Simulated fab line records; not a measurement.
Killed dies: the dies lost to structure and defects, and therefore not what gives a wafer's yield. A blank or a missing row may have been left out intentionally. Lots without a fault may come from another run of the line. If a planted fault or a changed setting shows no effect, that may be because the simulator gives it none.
Chamber matching | flow n5Finfet | N5_BEOL_M9_DEP_56 on pecvd-04: 3 sister chambers
The step deposits SiCN from 3MS/NH3, target thk 15 nm, time 26.5 s. 22 wafers are shown with their chamber, then 11 later ones without.

WAFERS PAIRED WITH THEIR CHAMBERS
wafer  | chamber | throttleValvePct (%) | showerheadPlenumPTorr (Torr)
L075.2 | 1       | 9.8                  | 3.655
L075.4 | 2       | 8.6                  | 3.665
L075.5 | 1       | 9.6                  | 3.659
L074.1 | 2       | 8.5                  | 3.669
L074.3 | 1       | 9.9                  | 3.658
L074.5 | 0       | 9.4                  | 3.653
L078.1 | 0       | 9.6                  | 3.659
L078.5 | 2       | 8.5                  | 3.674
L078.6 | 1       | 9.8                  | 3.665
L077.1 | 2       | 8.8                  | 3.667
L077.2 | 0       | 9.4                  | 3.667
L077.4 | 2       | 8.7                  | 3.670
L082.1 | 2       | 8.6                  | 3.663
L082.3 | 0       | 9.3                  | 3.656
L082.6 | 1       | 9.8                  | 3.650
L084.1 | 2       | 9.0                  | 3.670
L084.5 | 2       | 8.6                  | 3.659
L084.6 | 0       | 9.2                  | 3.663
L087.1 | 0       | 9.5                  | 3.666
L087.3 | 2       | 8.7                  | 3.663
L087.5 | 0       | 9.3                  | 3.662
L090.1 | 0       | 9.0                  | 3.664

SIGNATURES, as means of the wafers listed above
reading               | chamber 0 | chamber 1 | chamber 2 | scatter within a chamber
throttleValvePct      | 9.338     | 9.780     | 8.667     | 0.16
showerheadPlenumPTorr | 3.66125   | 3.65740   | 3.66667   | 0.00491
Rule: for each reading, subtract the chamber's mean from the wafer's reading, divide by that reading's scatter and square the result; add these up over the readings and take the root, which gives the wafer's distance from the chamber. The wafer belongs to the nearest chamber; if the next one is less than 2 further off, it can't be placed. The scatter is the square root of a quotient: the sum, over the shown wafers, of each reading's squared deviation from its chamber's mean, divided by wafers minus chambers.

WAFERS MISSING THEIR CHAMBER
wafer  | throttleValvePct (%) | showerheadPlenumPTorr (Torr)
L090.4 | 9.7                  | 3.666
L090.6 | 10.1                 | 3.660
L095.1 | 10.0                 | 3.666
L095.3 | 8.9                  | 3.666
L095.6 | 9.9                  | 3.657
L096.1 | 9.0                  | 3.661
L096.5 | 8.8                  | 3.665
L096.6 | 9.9                  | 3.664
L097.1 | 9.6                  | 3.666
L097.2 | 9.8                  | 3.655
L097.6 | 9.7                  | 3.654

THE CHAMBER EACH PASSED THROUGH
wafer  | from the rows above     | in truth
L090.4 | can't be placed: 1 or 0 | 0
L090.6 | 1                       | 1
L095.1 | 1                       | 1
L095.3 | can't be placed: 2 or 0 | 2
L095.6 | 1                       | 1
L096.1 | can't be placed: 0 or 2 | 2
L096.5 | 2                       | 2
L096.6 | 1                       | 1
L097.1 | can't be placed: 0 or 1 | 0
L097.2 | 1                       | 1
L097.6 | can't be placed: 1 or 0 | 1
Correct placement for 6 of the 11. These rows do not allow placing 5 (true chamber among the candidates in 5). Wrongly placed: 0.
